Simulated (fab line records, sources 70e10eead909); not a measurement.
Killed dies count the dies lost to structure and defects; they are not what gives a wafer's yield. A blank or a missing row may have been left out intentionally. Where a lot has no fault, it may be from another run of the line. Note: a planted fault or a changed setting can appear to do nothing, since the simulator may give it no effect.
Matching of chambers :: flow nand harc :: 4 sister chambers for NHARC_A_CHANNEL_FILL_D2_ALD_25 on ald hk-02
The step deposits SiOx, target thk 60 nm, pulse time 10 s, ald cycles 600. 4 wafers are shown with their chamber, then 8 later ones without.

## WAFERS PAIRED WITH THEIR CHAMBERS
wafer: L087.6
chamber: 0
heater power w (W): 554

wafer: L089.3
chamber: 2
heater power w (W): 476

wafer: L089.6
chamber: 1
heater power w (W): 436

wafer: L092.4
chamber: 3
heater power w (W): 435

## WAFERS WITH NO CHAMBER GIVEN
wafer: L092.5
heater power w (W): 417

wafer: L092.6
heater power w (W): 555

wafer: L095.4
heater power w (W): 449

wafer: L095.5
heater power w (W): 570

wafer: L095.6
heater power w (W): 400

wafer: L096.2
heater power w (W): 445

wafer: L096.3
heater power w (W): 566

wafer: L096.6
heater power w (W): 451

## WHICH CHAMBER EACH ONE RAN IN
wafer: L092.5
from the rows above: can't be placed: 3 or 1
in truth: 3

wafer: L092.6
from the rows above: 0
in truth: 0

wafer: L095.4
from the rows above: can't be placed: 1 or 3 or 2
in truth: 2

wafer: L095.5
from the rows above: 0
in truth: 0

wafer: L095.6
from the rows above: can't be placed: 3 or 1
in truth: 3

wafer: L096.2
from the rows above: can't be placed: 1 or 3 or 2
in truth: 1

wafer: L096.3
from the rows above: 0
in truth: 0

wafer: L096.6
from the rows above: can't be placed: 1 or 3 or 2
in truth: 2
Correct placement for 3 of the 8. Cannot be placed on the basis of these rows: 5; the candidates contain the true chamber in 5. 0 placed wrongly.
How it was worked out, from the rows above alone: a wafer's distance from a chamber is the root of the sum, over the readings, of the square of ((its reading less the chamber's mean) divided by the reading's scatter). If the next closest chamber is less than 2 further off than the closest, the wafer can't be placed; otherwise it belongs to the closest. The mean given for a chamber averages the wafers shown for that chamber. The scatter (one wafer shown for each chamber): square how far every hidden wafer sits from the nearest shown wafer, average those squares and take the square root.
